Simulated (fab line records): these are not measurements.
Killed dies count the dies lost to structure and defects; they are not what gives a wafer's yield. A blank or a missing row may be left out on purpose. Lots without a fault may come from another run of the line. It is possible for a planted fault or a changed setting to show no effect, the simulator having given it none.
The tool behind it: which one? :: flow nandHarc :: 10 lots with 30 wafers sampled at 6 steps, on a route of 1302 steps

== WHAT THE GAUGES READ, wafer by wafer ==
NHARC_A_SGD_CUT_THK_MEAS_22: measures by ellipsometry. Usual: 148.3 nm for thkNm, sd 1.6.
lot: L587
measured: day 19 16:18
on: filmMetro-02
thkNm (nm): 147.4 147.8 149.6
flag: 

lot: L598
measured: day 23 13:55
on: filmMetro-02
thkNm (nm): 147.1 148.0 127.6
flag: OFF

lot: L601
measured: day 25 10:44
on: filmMetro-02
thkNm (nm): 146.6 150.4 150.2
flag: 

lot: L603
measured: day 26 16:23
on: filmMetro-02
thkNm (nm): 148.9 149.4 148.5
flag: 

lot: L606
measured: day 27 09:02
on: filmMetro-02
thkNm (nm): 149.3 148.5 148.0
flag: 

lot: L605
measured: day 27 13:42
on: filmMetro-01
thkNm (nm): 144.8 148.8 147.3
flag: 

lot: L608
measured: day 28 02:51
on: filmMetro-02
thkNm (nm): 149.4 148.6 149.5
flag: 

lot: L607
measured: day 28 02:51
on: filmMetro-01
thkNm (nm): 148.9 146.1 148.7
flag: 

lot: L609
measured: day 28 10:36
on: filmMetro-02
thkNm (nm): 146.2 148.3 152.6
flag: 

lot: L610
measured: day 29 04:23
on: filmMetro-01
thkNm (nm): 148.1 145.8 149.5
flag: 

NHARC_END_SORT_01. Usual: killedAtArray 55, standard deviation 22; killedAtOther 0.9, standard deviation 1.2; killedAtPeriphery 3.6, standard deviation 2.3; killedDies 60, standard deviation 22; killedOpen 3.2, standard deviation 1.9; killedShort 2.5, standard deviation 1.6.
lot: L601
measured: day 30 08:55
on: prober-01
killedAtArray: 46 42 37
killedAtOther: 0 0 0
killedAtPeriphery: 1 1 3
killedDies: 47 43 40
killedOpen: 1 4 2
killedShort: 2 1 1
flag: 

lot: L603
measured: day 31 14:01
on: prober-01
killedAtArray: 82 54 69
killedAtOther: 1 2 1
killedAtPeriphery: 4 1 4
killedDies: 87 57 74
killedOpen: 4 0 4
killedShort: 3 2 4
flag: 

lot: L605
measured: day 32 14:43
on: prober-01
killedAtArray: 29 34 39
killedAtOther: 0 1 0
killedAtPeriphery: 2 4 3
killedDies: 31 39 42
killedOpen: 2 10 6
killedShort: 4 0 8
flag: 

lot: L608
measured: day 33 05:24
on: prober-01
killedAtArray: 33 42 24
killedAtOther: 1 1 5
killedAtPeriphery: 5 6 4
killedDies: 39 49 33
killedOpen: 4 9 4
killedShort: 4 5 2
flag: 

lot: L609
measured: day 33 11:38
on: prober-02
killedAtArray: 64 62 55
killedAtOther: 0 0 1
killedAtPeriphery: 5 5 10
killedDies: 69 67 66
killedOpen: 5 5 1
killedShort: 5 4 3
flag: 

== TOOL THAT RAN EACH LOT (tool first, then ch and the chambers of the sampled wafers, then the start) ==
lot: L587
NHARC_A_STAIRCASE_STRIP_475: rieDiel-13 ch 0,2,3, day 19 09:11 or earlier
NHARC_A_STAIRCASE_CMP_472: cmp-04 ch 0,2,3, day 19 09:11
NHARC_A_SGD_CUT_DEP_20: fcvd-01 ch 0,1, day 19 11:37
NHARC_A_SGD_CUT_ETCHBACK_24: rieDiel-05 ch 1,2,3, day 19 16:32

lot: L598
NHARC_A_STAIRCASE_STRIP_475: rieDiel-13 ch 0,1,2, day 23 06:32 or earlier
NHARC_A_STAIRCASE_CMP_472: cmp-02 ch 1,2,3, day 23 06:32
NHARC_A_SGD_CUT_DEP_20: fcvd-02 ch 0,1, day 23 09:11
NHARC_A_SGD_CUT_ETCHBACK_24: rieDiel-04 ch 0,2,3, day 23 14:08

lot: L601
NHARC_A_STAIRCASE_STRIP_475: rieDiel-13 ch 0,2, day 25 03:38 or earlier
NHARC_A_STAIRCASE_CMP_472: cmp-04 ch 1,2,3, day 25 03:38
NHARC_A_SGD_CUT_DEP_20: fcvd-01 ch 0,1, day 25 06:05
NHARC_A_SGD_CUT_ETCHBACK_24: rieDiel-07 ch 0,1, day 25 10:56

lot: L603
NHARC_A_STAIRCASE_STRIP_475: rieDiel-02 ch 0,1,3, day 26 09:10 or earlier
NHARC_A_STAIRCASE_CMP_472: cmp-01 ch 1,2,3, day 26 09:10
NHARC_A_SGD_CUT_DEP_20: fcvd-01 ch 0,1, day 26 11:35
NHARC_A_SGD_CUT_ETCHBACK_24: rieDiel-07 ch 0,1,3, day 26 16:37

lot: L606
NHARC_A_STAIRCASE_STRIP_475: rieDiel-13 ch 0,1,2, day 26 23:43 or earlier
NHARC_A_STAIRCASE_CMP_472: cmp-01 ch 1,3, day 26 23:43
NHARC_A_SGD_CUT_DEP_20: fcvd-02 ch 0,1, day 27 02:08
NHARC_A_SGD_CUT_ETCHBACK_24: rieDiel-04 ch 0,2,3, day 27 09:17

lot: L605
NHARC_A_STAIRCASE_STRIP_475: rieDiel-03 ch 1,2,3, day 27 06:00 or earlier
NHARC_A_STAIRCASE_CMP_472: cmp-04 ch 1,2, day 27 06:00
NHARC_A_SGD_CUT_DEP_20: fcvd-01 ch 0,1, day 27 08:29
NHARC_A_SGD_CUT_ETCHBACK_24: rieDiel-07 ch 0,1, day 27 13:55

lot: L608
NHARC_A_STAIRCASE_STRIP_475: rieDiel-02 ch 0,1,3, day 27 16:40 or earlier
NHARC_A_STAIRCASE_CMP_472: cmp-04 ch 0,1,3, day 27 16:40
NHARC_A_SGD_CUT_DEP_20: fcvd-01 ch 0,1, day 27 19:08
NHARC_A_SGD_CUT_ETCHBACK_24: rieDiel-04 ch 0,2,3, day 28 03:06

lot: L607
NHARC_A_STAIRCASE_STRIP_475: rieDiel-02 ch 0,1, day 27 16:46 or earlier
NHARC_A_STAIRCASE_CMP_472: cmp-02 ch 1,2,3, day 27 16:46
NHARC_A_SGD_CUT_DEP_20: fcvd-01 ch 0,1, day 27 19:13
NHARC_A_SGD_CUT_ETCHBACK_24: rieDiel-05 ch 0,1,2, day 28 03:06

lot: L609
NHARC_A_STAIRCASE_STRIP_475: rieDiel-03 ch 0,3, day 28 00:05 or earlier
NHARC_A_STAIRCASE_CMP_472: cmp-01 ch 0,3, day 28 00:05
NHARC_A_SGD_CUT_DEP_20: fcvd-01 ch 0,1, day 28 02:32
NHARC_A_SGD_CUT_ETCHBACK_24: rieDiel-07 ch 1,2, day 28 10:50

lot: L610
NHARC_A_STAIRCASE_STRIP_475: rieDiel-02 ch 0,1,2, day 28 19:32 or earlier
NHARC_A_STAIRCASE_CMP_472: cmp-02 ch 1,2,3, day 28 19:32
NHARC_A_SGD_CUT_DEP_20: fcvd-02 ch 0,1, day 28 21:59
NHARC_A_SGD_CUT_ETCHBACK_24: rieDiel-07 ch 0,1,3, day 29 04:37
- NHARC_A_STAIRCASE_STRIP_475: strips in O2, time 20 s.
- NHARC_A_STAIRCASE_CMP_472: polishes SiO2.
- NHARC_A_SGD_CUT_DEP_20: deposits SiO2, target thk 150 nm.
- NHARC_A_SGD_CUT_ETCHBACK_24: etches the open film in CH3F/O2, target depth 50 nm, time 92.857 s.

== AS READ BY THE TOOLS THEMSELVES (means over the sampled wafers that have a number; for cases with no such wafer, the mark the record gives instead) ==
NHARC_A_STAIRCASE_STRIP_475. Usual: drypumpMotorCurrentA 5.9 A, standard deviation 0.34; oesProductAu 1.003 a.u., standard deviation 0.012; rfVppV 57.7 V, standard deviation 0.84; showerheadPlenumPTorr 3.48 Torr, standard deviation 0.14; throttleValvePct 17.035 %, standard deviation 0.008.
lot: L587
tool: rieDiel-13
drypumpMotorCurrentA (A): 6.1
oesProductAu (a.u.): 1.008
rfVppV (V): 57.5
showerheadPlenumPTorr (Torr): 3.46
throttleValvePct (%): 17.027
flag: 

lot: L598
tool: rieDiel-13
drypumpMotorCurrentA (A): 5.8
oesProductAu (a.u.): 1.011
rfVppV (V): 57.4
showerheadPlenumPTorr (Torr): 3.43
throttleValvePct (%): 17.038
flag: 

lot: L601
tool: rieDiel-13
drypumpMotorCurrentA (A): 5.7
oesProductAu (a.u.): 1.007
rfVppV (V): 57.0
showerheadPlenumPTorr (Torr): 3.40
throttleValvePct (%): 17.039
flag: 

lot: L603
tool: rieDiel-02
drypumpMotorCurrentA (A): 5.8
oesProductAu (a.u.): 1.008
rfVppV (V): 58.3
showerheadPlenumPTorr (Torr): 3.48
throttleValvePct (%): 17.032
flag: 

lot: L606
tool: rieDiel-13
drypumpMotorCurrentA (A): 5.8
oesProductAu (a.u.): 1.018
rfVppV (V): 58.2
showerheadPlenumPTorr (Torr): 3.41
throttleValvePct (%): 17.023
flag: 

lot: L605
tool: rieDiel-03
drypumpMotorCurrentA (A): 6.0
oesProductAu (a.u.): 1.009
rfVppV (V): 57.8
showerheadPlenumPTorr (Torr): 3.69
throttleValvePct (%): 17.041
flag: 

lot: L608
tool: rieDiel-02
drypumpMotorCurrentA (A): 5.8
oesProductAu (a.u.): 1.008
rfVppV (V): 58.1
showerheadPlenumPTorr (Torr): 3.47
throttleValvePct (%): 17.028
flag: 

lot: L607
tool: rieDiel-02
drypumpMotorCurrentA (A): 5.9
oesProductAu (a.u.): 1.002
rfVppV (V): 58.1
showerheadPlenumPTorr (Torr): 3.58
throttleValvePct (%): 17.038
flag: 

lot: L609
tool: rieDiel-03
drypumpMotorCurrentA (A): 5.9
oesProductAu (a.u.): 1.012
rfVppV (V): 58.3
showerheadPlenumPTorr (Torr): 3.49
throttleValvePct (%): 17.035
flag: 

lot: L610
tool: rieDiel-02
drypumpMotorCurrentA (A): 5.8
oesProductAu (a.u.): 0.992
rfVppV (V): 56.9
showerheadPlenumPTorr (Torr): 3.44
throttleValvePct (%): 17.033
flag: 

NHARC_A_STAIRCASE_CMP_472. Usual: motorCurrentA 12.5 A, standard deviation 1.1; slurryFlowMlMin 150.0, standard deviation 0.48.
lot: L587
tool: cmp-04
motorCurrentA (A): 12.7
slurryFlowMlMin: 150.3
flag: 

lot: L598
tool: cmp-02
motorCurrentA (A): 12.0
slurryFlowMlMin: 150.0
flag: 

lot: L601
tool: cmp-04
motorCurrentA (A): 13.0
slurryFlowMlMin: 150.1
flag: 

lot: L603
tool: cmp-01
motorCurrentA (A): 12.6
slurryFlowMlMin: 150.0
flag: 

lot: L606
tool: cmp-01
motorCurrentA (A): 13.2
slurryFlowMlMin: 149.8
flag: 

lot: L605
tool: cmp-04
motorCurrentA (A): 12.9
slurryFlowMlMin: 149.6
flag: 

lot: L608
tool: cmp-04
motorCurrentA (A): 12.3
slurryFlowMlMin: 150.7
flag: 

lot: L607
tool: cmp-02
motorCurrentA (A): 12.3
slurryFlowMlMin: 149.8
flag: 

lot: L609
tool: cmp-01
motorCurrentA (A): 12.6
slurryFlowMlMin: 150.2
flag: 

lot: L610
tool: cmp-02
motorCurrentA (A): 12.1
slurryFlowMlMin: 149.4
flag: 

NHARC_A_SGD_CUT_ETCHBACK_24. Usual: drypumpMotorCurrentA 5.8 A, standard deviation 0.34; oesProductAu 0.98 a.u., standard deviation 0.038; rfFwdPowerW 495.8 W, standard deviation 1.9; rfVppV 244.2 V, standard deviation 1.5; showerheadPlenumPTorr 2.44 Torr, standard deviation 0.081; throttleValvePct 20.663 %, standard deviation 0.0086.
lot: L587
tool: rieDiel-05
drypumpMotorCurrentA (A): 5.7
oesProductAu (a.u.): 0.92
rfFwdPowerW (W): 496.3
rfVppV (V): 244.2
showerheadPlenumPTorr (Torr): 2.42
throttleValvePct (%): 20.658
flag: 

lot: L598
tool: rieDiel-04
drypumpMotorCurrentA (A): 6.0
oesProductAu (a.u.): 1.01
rfFwdPowerW (W): 494.8
rfVppV (V): 243.5
showerheadPlenumPTorr (Torr): 2.41
throttleValvePct (%): 20.655
flag: 

lot: L601
tool: rieDiel-07
drypumpMotorCurrentA (A): 5.2
oesProductAu (a.u.): 1.01
rfFwdPowerW (W): 497.0
rfVppV (V): 245.1
showerheadPlenumPTorr (Torr): 2.48
throttleValvePct (%): 20.658
flag: 

lot: L603
tool: rieDiel-07
drypumpMotorCurrentA (A): 5.4
oesProductAu (a.u.): 1.02
rfFwdPowerW (W): 497.4
rfVppV (V): 244.3
showerheadPlenumPTorr (Torr): 2.44
throttleValvePct (%): 20.658
flag: 

lot: L606
tool: rieDiel-04
drypumpMotorCurrentA (A): 6.0
oesProductAu (a.u.): 1.01
rfFwdPowerW (W): 496.2
rfVppV (V): 244.6
showerheadPlenumPTorr (Torr): 2.41
throttleValvePct (%): 20.663
flag: 

lot: L605
tool: rieDiel-07
drypumpMotorCurrentA (A): 5.2
oesProductAu (a.u.): 0.93
rfFwdPowerW (W): 496.9
rfVppV (V): 245.7
showerheadPlenumPTorr (Torr): 2.48
throttleValvePct (%): 20.669
flag: 

lot: L608
tool: rieDiel-04
drypumpMotorCurrentA (A): 6.0
oesProductAu (a.u.): 1.00
rfFwdPowerW (W): 496.1
rfVppV (V): 244.0
showerheadPlenumPTorr (Torr): 2.41
throttleValvePct (%): 20.660
flag: 

lot: L607
tool: rieDiel-05
drypumpMotorCurrentA (A): 5.8
oesProductAu (a.u.): 0.99
rfFwdPowerW (W): 495.4
rfVppV (V): 244.0
showerheadPlenumPTorr (Torr): 2.47
throttleValvePct (%): 20.667
flag: 

lot: L609
tool: rieDiel-07
drypumpMotorCurrentA (A): 5.5
oesProductAu (a.u.): 1.02
rfFwdPowerW (W): 497.0
rfVppV (V): 243.4
showerheadPlenumPTorr (Torr): 2.41
throttleValvePct (%): 20.661
flag: 

lot: L610
tool: rieDiel-07
drypumpMotorCurrentA (A): 5.4
oesProductAu (a.u.): 1.02
rfFwdPowerW (W): 496.6
rfVppV (V): 243.5
showerheadPlenumPTorr (Torr): 2.44
throttleValvePct (%): 20.665
flag: 

== THE ANSWER, worked out from the rows above alone ==
Rule: a lot counts as off when the mean over its wafers that have a number is more than 3 standard deviations away from the usual mean. Also off: a lot with no number at a reading for which 4 or more lots have one. All remaining lots with rows at the step are treated as sound. First the gauges in route order, then the tools' own readings, where a lot's mean is used as printed above. The first step at which some lot is off is used, and at that step the reading that is off furthest; a lot without a number counts as furthest.
Off at NHARC_A_SGD_CUT_THK_MEAS_22 (thkNm): L598.
If a tool, at a process step before that reading, ran all the lots that are off and no sound lot after the first of them, it fits. The gauges at NHARC_A_SGD_CUT_THK_MEAS_22 are tried like those tools. Because NHARC_A_STAIRCASE_STRIP_475 lacks a start for some lots, the hours and order of its lots are taken from NHARC_A_STAIRCASE_CMP_472. Of those tried, none fits.

== WHAT WAS PUT IN BY THE SIMULATOR ==
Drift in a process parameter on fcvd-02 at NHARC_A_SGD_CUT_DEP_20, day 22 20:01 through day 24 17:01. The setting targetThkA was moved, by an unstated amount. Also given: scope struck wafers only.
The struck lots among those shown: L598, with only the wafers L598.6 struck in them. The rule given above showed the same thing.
